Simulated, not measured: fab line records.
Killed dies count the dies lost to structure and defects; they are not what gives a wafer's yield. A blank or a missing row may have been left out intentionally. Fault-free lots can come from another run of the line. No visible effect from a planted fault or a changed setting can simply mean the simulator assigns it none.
fab line records	flow n5-finfet
record: lots: 12	wafers: 32	last-day: 17
route steps=1938 shown MOL_CONTACT_COAG@557 BEOL_M4@1111 MIM_TOP_LITHO@1849 MIM_TOP_ETCH@1852 PAD_METAL@1893 PASSIVATION@1936
lots that met no fault: from a run of the same line without faults
start-h: hours from the record's opening day to when the first of the lot's shown wafers began	wait-h: how many hours have passed since the lot's step before this one	" unchanged from the row above	L1.1+2: one row covering several wafers at once	- value missing, or start not given	* or withheld: withheld	< > ~ a bound
route shown NAME@n: names a module that has steps shown in the file, with the first one's number in the route	usual: mean and standard deviation over wafers with no fault	same: alike in all rows	chamber/n: place in a boat	sites: each site's reading	_std_site: how widely they spread, as a standard deviation	_edge_site: the outer-site mean with the inner-site mean subtracted	radius-mm: for every site, how far away it sits from the centre of the wafer	mask NAME#n: copy n	behind: the most recent tool/chamber to have shaped the wafer	hold: reason for holding the lot/hours on hold/outcome of the hold	device: whichever transistor did not switch (one of n, p or np)	end of line: the tests these same wafers got at the end of their route	a step without rows: its recipe alone	killed: count of dies lost to structure and defects at first sort (not the wafer's yield)	map: a wafer's dies, x killed, . not, _ none there
set.NAME: the setting as run; set.NAME@STEP: as run at that earlier step	model.NAME: the simulator's own value behind a step, which no gauge read
one table for each step of the route and one row for each wafer, over a sample of lots
services: the hour from which a tool's chamber was out of use, counted from the record's first day as start-h (under 0 if before that day), plus the number of hours and why
== steps ==
step: N5_MOL_CONTACT_COAG_WET_ETCH_26
recipe: target: Co	target-depth-nm: 13
lot.wafer	tool	chamber	start-h	wait-h
L835.2+3+6	wet-bench-03	1,0,7	105.52	0.0
L836.1+3	wet-bench-01	7,2	107.50	0.0
L837.2+3+6	wet-bench-06	6,2,4	117.46	0.0
L838.1+2+5	wet-bench-06	0,1,4	121.17	0.0
L839.1+5+6	wet-bench-03	1,0,4	126.03	0.0
L846.2+4+6	wet-bench-01	6,3,5	167.45	0.0
L851.1+2+4	wet-bench-03	1,2,5	199.26	0.0
L852.3+4	wet-bench-06	7,5	204.12	0.0
L853.3+4+5	wet-bench-06	2,1,4	206.23	0.0
L854.2+5	wet-bench-06	2,4	213.71	0.0
L855.4+6	wet-bench-06	1,0	222.27	0.0
L857.1+3+4	wet-bench-06	2,3,1	234.92	0.0
step: N5_BEOL_M4_RC_MEAS_101
usual: DIBL_N: 36.3/1.6	DIBL_P: 36.2/2	IOFF_N: 0.160/0.028	IOFF_P: 0.21/0.036	ION_N: 677/11	ION_P: 465/6.9	SS_N: 71.5/0.55	SS_P: 73.3/0.64	VT_N: 250/3	VT_P: -250/3.5
lot.wafer	tool	chamber	start-h	wait-h	DIBL_N[mV/V]	DIBL_P[mV/V]	IOFF_N[nA/um]	IOFF_P[nA/um]	ION_N[uA/um]	ION_P[uA/um]	SS_N[mV/dec]	SS_P[mV/dec]	VT_N[mV]	VT_P[mV]
L835.2	prober-02	0	168.04	0.2	35.3	35.1	0.145	0.20	682	464	70.8	72.4	250	-248
L835.3	"	0	"	"	36.1	35.6	0.159	0.21	679	471	70.7	72.5	248	-247
L835.6	"	0	"	"	36.5	36.0	0.167	0.22	675	462	70.7	72.9	249	-251
L836.1	prober-01	0	172.22	0.0	32.7	32.0	0.112	0.15	668	454	70.4	72.0	253	-257
L836.3	"	0	"	"	35.3	35.6	0.149	0.19	671	462	71.5	72.9	249	-253
L846.2	prober-02	0	240.42	0.2	37.0	34.4	0.143	0.18	663	460	71.6	73.0	253	-253
L846.4	"	0	"	"	35.0	33.2	0.127	0.17	668	463	70.7	72.5	253	-256
L846.6	"	0	"	"	35.2	32.7	0.130	0.16	673	459	71.0	72.9	254	-257
L851.1	prober-02	0	276.75	0.0	34.3	35.0	0.128	0.18	662	465	71.2	72.5	253	-251
L851.2	"	0	"	"	33.1	34.0	0.112	0.17	660	458	71.3	72.6	255	-252
L851.4	"	0	"	"	35.6	37.1	0.155	0.21	689	472	71.4	73.0	249	-252
L853.3	prober-02	0	280.67	0.3	35.7	34.2	0.147	0.22	666	458	71.0	72.6	250	-248
L853.4	"	0	"	"	38.5	38.1	0.206	0.27	692	471	72.0	74.1	245	-246
L853.5	"	0	"	"	37.5	35.7	0.178	0.23	697	476	71.6	73.1	249	-250
L852.3	prober-01	0	280.76	0.3	36.1	36.7	0.142	0.19	666	457	71.4	73.5	254	-251
L852.4	"	0	"	"	34.9	35.5	0.133	0.18	673	463	71.2	72.8	252	-251
L854.2	prober-01	0	300.23	0.2	33.4	31.5	0.118	0.16	669	455	71.0	72.4	252	-255
L854.5	"	0	"	"	32.2	30.3	0.107	0.15	668	461	69.9	72.7	255	-254
L855.4	prober-02	0	300.57	0.5	34.3	34.8	0.135	0.20	665	463	71.1	73.0	251	-249
L855.6	"	0	"	"	34.5	34.4	0.128	0.18	665	462	70.9	73.1	253	-252
L857.1	prober-02	0	309.49	0.0	36.5	36.4	0.155	0.19	671	453	72.0	73.5	250	-254
L857.3	"	0	"	"	35.6	35.2	0.144	0.16	678	456	71.4	73.4	251	-257
L857.4	"	0	"	"	36.0	35.8	0.139	0.17	670	452	71.6	73.5	249	-253
step: N5_MIM_TOP_LITHO_INSPECT_12
recipe: mode: adi	inspect-instrument: macro
usual: raw-defect-count: 2.0/1.5
lot.wafer	tool	chamber	start-h	wait-h	raw-defect-count
L835.2	defect-inspect-02	-	261.83	0.0	3
L835.3	"	-	"	"	1
L835.6	"	-	"	"	2
L836.1	defect-inspect-01	-	272.34	0.0	4
L836.3	"	-	"	"	3
L846.2	defect-inspect-01	-	334.42	0.0	2
L846.4	"	-	"	"	1
L846.6	"	-	"	"	1
L851.1	defect-inspect-01	-	364.22	0.0	2
L851.2	"	-	"	"	2
L851.4	"	-	"	"	7
L853.3	defect-inspect-01	-	377.25	0.0	1
L853.4	"	-	"	"	3
L853.5	"	-	"	"	1
L852.3	defect-inspect-01	-	379.42	0.0	2
L852.4	"	-	"	"	3
L855.4	defect-inspect-01	-	393.48	0.0	3
L855.6	"	-	"	"	3
L854.2	defect-inspect-02	-	394.08	0.0	1
L854.5	"	-	"	"	0
L857.1	defect-inspect-02	-	406.89	0.0	5
L857.3	"	-	"	"	3
L857.4	"	-	"	"	1
step: N5_MIM_TOP_ETCH_STRIP_01
recipe: chemistry: O2	power-w: 600	temp-c: 60	pressure-mtorr: 30	rf-frequency-hz: 6e+07	bias-power-w: 0	overash-fraction: 0.5	o2-flow-sccm: 225
usual: drypump-motor-current-A: 5.8/0.52	oes-product-au: 0.79/0.072	rf-vpp-V: 3.7/1.2	showerhead-plenum-p-Torr: 2.10/0.065	throttle-valve-pct: 16.68/0.28
lot.wafer	tool	chamber	start-h	wait-h	drypump-motor-current-A	oes-product-au	rf-hours-counter-h	rf-vpp-V	showerhead-plenum-p-Torr	throttle-valve-pct
L835.2	rie-diel-01	1	262.14	0.1	5.5	0.83	92	3.1	2.13	16.29
L835.3	"	2	"	"	5.3	0.89	36	3.9	2.05	16.56
L835.6	"	1	"	"	5.5	0.83	-	2.8	2.13	16.30
L836.1	rie-diel-01	2	273.10	0.1	5.4	0.89	41	3.9	2.04	16.62
L836.3	"	3	"	"	5.3	0.82	76	3.3	2.13	16.85
L846.2	rie-diel-04	0	335.05	0.1	6.5	0.93	22	1.3	2.13	16.48
L846.4	"	1	"	"	5.6	0.73	167	3.4	2.11	16.80
L846.6	"	0	"	"	6.5	0.89	-	4.4	2.13	16.44
L851.1	rie-diel-01	1	364.56	0.1	5.5	0.81	120	6.2	2.12	16.35
L851.2	"	0	"	"	6.7	0.81	107	3.9	2.20	16.68
L851.4	"	2	"	"	5.4	0.85	68	1.7	2.03	16.67
L853.3	rie-diel-05	3	377.59	0.1	6.3	0.75	160	1.7	2.09	17.09
L853.4	"	1	"	"	5.8	0.66	214	1.5	1.99	16.96
L853.5	"	3	"	"	6.3	0.76	-	5.2	2.09	17.11
L852.3	rie-diel-05	1	379.68	0.1	5.8	0.69	214	3.9	1.99	17.04
L852.4	"	2	"	"	5.2	0.72	230	4.5	2.06	16.64
L855.4	rie-diel-05	2	393.74	0.1	5.2	0.71	235	4.8	2.06	16.57
L855.6	"	3	"	"	6.3	0.73	-	3.5	2.09	17.11
L854.2	rie-diel-01	3	394.37	0.1	5.2	0.77	111	2.2	2.12	16.99
L854.5	"	0	"	"	6.7	0.78	-	2.8	2.20	16.69
L857.1	rie-diel-01	1	407.15	0.1	5.5	0.79	133	4.5	2.11	16.38
L857.3	"	0	"	"	6.7	0.79	120	2.3	2.20	16.67
L857.4	"	3	"	"	5.3	0.78	113	3.9	2.12	16.95
step: N5_PASSIVATION_DEGAS_18
recipe: ambient: vacuum	temp-c: 300	time-s: 60
usual: heater-power-w: 458/48
lot.wafer	tool	chamber	start-h	wait-h	heater-power-w
L835.2	pvd-sputter-02	-	266.71	0.1	393
L835.3	"	-	"	"	396
L835.6	"	-	"	"	395
L836.1	pvd-sputter-03	-	275.83	0.1	522
L836.3	"	-	"	"	487
L846.2	pvd-sputter-03	-	342.02	0.1	484
L846.4	"	-	"	"	455
L846.6	"	-	"	"	493
L851.1	pvd-sputter-03	-	368.93	0.8	482
L851.2	"	-	"	"	452
L851.4	"	-	"	"	535
L853.3	pvd-sputter-03	-	382.52	0.6	442
L853.4	"	-	"	"	502
L853.5	"	-	"	"	453
L852.3	pvd-sputter-02	-	382.88	0.2	454
L852.4	"	-	"	"	432
L855.4	pvd-sputter-01	-	397.20	0.4	547
L855.6	"	-	"	"	392
L854.2	pvd-sputter-01	-	398.06	0.6	482
L854.5	"	-	"	"	432
L857.1	pvd-sputter-03	-	411.48	0.5	498
L857.3	"	-	"	"	461
L857.4	"	-	"	"	485
step: N5_PASSIVATION_PROBE_49
usual: defect-limited-yield: 91.2/1.5	killed_at_M0_to_M3: 36/10	killed_at_M4_up: 13/6	killed-at-contacts: 11/5.2	killed-at-front-end: 40/11	killed-at-other: 3.1/2.9	killed-dies: 104/17	killed-on-rim: 14/3.6	killed-open: 66/12	killed-short: 34/7.7	sort_bin_5_function: 5.1/0.91	sort_bin_6_memory: 3.2/0.67	sort-n-pass: 1076/17	sort-yield-pct: 91.2/1.5
same: gross-dies: 1180	killed-at-back-side: 0	sort_bin_4_leakage[%]: 0	sort_bin_8_speed[%]: 0
lot.wafer	tool	chamber	start-h	wait-h	defect-limited-yield[%]	killed_at_M0_to_M3	killed_at_M4_up	killed-at-contacts	killed-at-front-end	killed-at-other	killed-dies	killed-on-rim	killed-open	killed-short	sort_bin_5_function[%]	sort_bin_6_memory[%]	sort-n-pass	sort-yield-pct[%]
L837.2	prober-02	-	299.51	0.1	0	22	16	1108	28	6	1180	152	51	34	96.9	3.0	0	0
L837.3	prober-02	-	299.56	0.1	0	33	21	1093	32	1	1180	152	60	35	97.2	2.6	0	0
L837.6	prober-02	-	299.71	0.3	0	34	21	1092	30	3	1180	152	73	32	96.2	3.7	0	0
L838.1	prober-01	-	301.01	0.3	0	37	22	1094	18	9	1180	152	69	24	96.3	3.3	0	0
L838.2	prober-01	-	301.06	0.3	0	36	20	1097	20	7	1180	152	74	23	96.4	3.5	0	0
L838.5	prober-01	-	301.21	0.5	0	46	22	1064	37	11	1180	152	84	37	95.3	4.3	0	0
L839.1	prober-02	-	306.24	0.0	0	39	14	1075	44	8	1180	152	59	47	96.0	3.7	0	0
L839.5	prober-02	-	306.44	0.2	0	43	16	1051	66	4	1180	152	94	38	95.6	4.2	0	0
L839.6	prober-02	-	306.49	0.3	0	64	6	1063	46	1	1180	152	69	53	95.5	4.2	0	0
killed by level:class
L837.2 MOL_CONTACT_COAG:area-etch=1093 FIN_SAQP:geometric-particle:open=11 MOL_CONTACT_COAG:geometric-particle:open=8 MOL_CONTACT_COAG:geometric-particle:short=7 BEOL_M4:geometric-particle:open=7 BEOL_M3:geometric-particle:open=6 FIN_SAQP:geometric-particle:short=4 BEOL_M0_SAQP:geometric-particle:short=4
L837.3 MOL_CONTACT_COAG:area-etch=1083 FIN_SAQP:geometric-particle:short=11 BEOL_M0_SAQP:geometric-particle:short=10 FIN_SAQP:geometric-particle:open=9 MOL_CONTACT_COAG:geometric-particle:open=9 BEOL_M0_SAQP:geometric-particle:open=9 BEOL_M1:geometric-particle:open=8 BEOL_M4:geometric-particle:open=5
L837.6 MOL_CONTACT_COAG:area-etch=1074 MOL_CONTACT_COAG:geometric-particle:open=15 FIN_SAQP:geometric-particle:open=9 BEOL_M4:geometric-particle:open=7 BEOL_M0_SAQP:geometric-particle:short=6 BEOL_M1:geometric-particle:open=6 BEOL_M3:geometric-particle:open=6 BEOL_M0_SAQP:geometric-particle:open=5
L838.1 MOL_CONTACT_COAG:area-etch=1084 BEOL_M1:geometric-particle:open=13 BEOL_M4:geometric-particle:open=10 MOL_CONTACT_COAG:geometric-particle:open=8 BEOL_M0:geometric-particle:open=7 STI_FIN_REVEAL:geometric-particle:open=6 BEOL_M0_SAQP:geometric-particle:open=6 BEOL_M4:geometric-particle:short=6
L838.2 MOL_CONTACT_COAG:area-etch=1083 BEOL_M4:geometric-particle:open=13 MOL_CONTACT_COAG:geometric-particle:open=12 BEOL_M0:geometric-particle:open=8 FIN_SAQP:geometric-particle:open=7 BEOL_M0_SAQP:geometric-particle:open=7 BEOL_M3:geometric-particle:open=7 BEOL_M0_SAQP:geometric-particle:short=5
L838.5 MOL_CONTACT_COAG:area-etch=1055 BEOL_M0_SAQP:geometric-particle:open=11 STI_FIN_REVEAL:geometric-particle:open=10 BEOL_M0_SAQP:geometric-particle:short=10 BEOL_M2:geometric-particle:open=10 BEOL_M4:geometric-particle:open=9 MOL_CONTACT_COAG:geometric-particle:open=7 BEOL_M3:geometric-particle:open=7
L839.1 MOL_CONTACT_COAG:area-etch=1071 BEOL_M0_SAQP:geometric-particle:open=14 BEOL_M0_SAQP:geometric-particle:short=14 GATE_CUT:geometric-particle:short=8 FIN_SAQP:geometric-particle:short=7 FIN_SAQP:geometric-particle:open=6 GATE_CUT:geometric-particle:open=6 BEOL_M4:geometric-particle:open=5
L839.5 MOL_CONTACT_COAG:area-etch=1047 FIN_SAQP:geometric-particle:open=27 BEOL_M0:geometric-particle:open=12 FIN_SAQP:geometric-particle:short=10 GATE_CUT:geometric-particle:open=8 BEOL_M0_SAQP:geometric-particle:open=8 BEOL_M3:geometric-particle:open=8 BEOL_M0_SAQP:geometric-particle:short=6
L839.6 MOL_CONTACT_COAG:area-etch=1056 BEOL_M0_SAQP:geometric-particle:open=26 BEOL_M0_SAQP:geometric-particle:short=23 FIN_SAQP:geometric-particle:short=9 FIN_SAQP:geometric-particle:open=7 DUMMY_GATE:geometric-particle:open=5 MOL_CONTACT_COAG:geometric-particle:open=5 STARTING-WAFER:geometric-particle:open=4
== services ==
tool	chamber	start-h	hours	kind
wet-bench-06	-	82.61	3.9	repair
rie-diel-05	1	95.99	7.9	repair
rie-diel-01	2	104.60	-	clean
pvd-sputter-01	-	107.88	1.9	repair
rie-diel-01	3	108.65	45.3	repair
pvd-sputter-03	-	117.71	8.4	repair
rie-diel-05	0	121.56	1.7	repair
pvd-sputter-03	-	169.46	17.4	repair
wet-bench-01	-	176.16	1.9	pm
rie-diel-01	-	187.24	4.3	pm
wet-bench-03	-	201.45	6.5	repair
rie-diel-01	-	206.39	0.5	repair
wet-bench-01	-	231.52	7.6	repair
pvd-sputter-01	-	265.60	4.9	repair
rie-diel-01	1	286.80	6.7	repair
rie-diel-05	0	300.39	21.1	repair
rie-diel-05	2	303.66	4.9	repair
pvd-sputter-02	-	306.05	1.9	repair
rie-diel-05	0	334.70	17.2	repair
wet-bench-01	-	346.44	1.3	repair
pvd-sputter-03	-	352.94	1.0	repair
rie-diel-01	3	375.65	2.5	repair
rie-diel-05	3	396.61	3.4	repair
pvd-sputter-01	-	403.33	0.7	repair
== key ==
first-sign: step: N5_PASSIVATION_PROBE_49	reading: killed-at-contacts	direction: up	sigmas: 99+	usual: 11	struck: 1082
effect: step: N5_PASSIVATION_PROBE_49	reading: sort_bin_5_function	direction: up	sigmas: 99+	usual: 5.1	struck: 96.1
more-kills-born-at: N5_MOL_CONTACT_COAG_WET_ETCH_26@wet-bench-06: 6472	N5_MOL_CONTACT_COAG_WET_ETCH_26@wet-bench-03: 3174
met-at N5_MOL_CONTACT_COAG_WET_ETCH_26
struck-lots L837,L838,L839
later-rows-left-out L837.2,L837.3,L837.6,L838.1,L838.2,L838.5,L839.1,L839.5,L839.6
not-acting-at N5_MIM_TOP_LITHO_INSPECT_12,N5_MIM_TOP_ETCH_STRIP_01,N5_PASSIVATION_DEGAS_18
onset-between 105.52 117.46
fault: kind: skipped-step-whole	tool: wet-bench-03,wet-bench-06	chamber: -	onset-h: 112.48	steps: N5_MOL_CONTACT_COAG_WET_ETCH_26	scope: struck-lots-only
later-rows-left-out: the simulator's readings of these wafers behind a module that went badly wrong aren't trusted and aren't shown, but for the sort
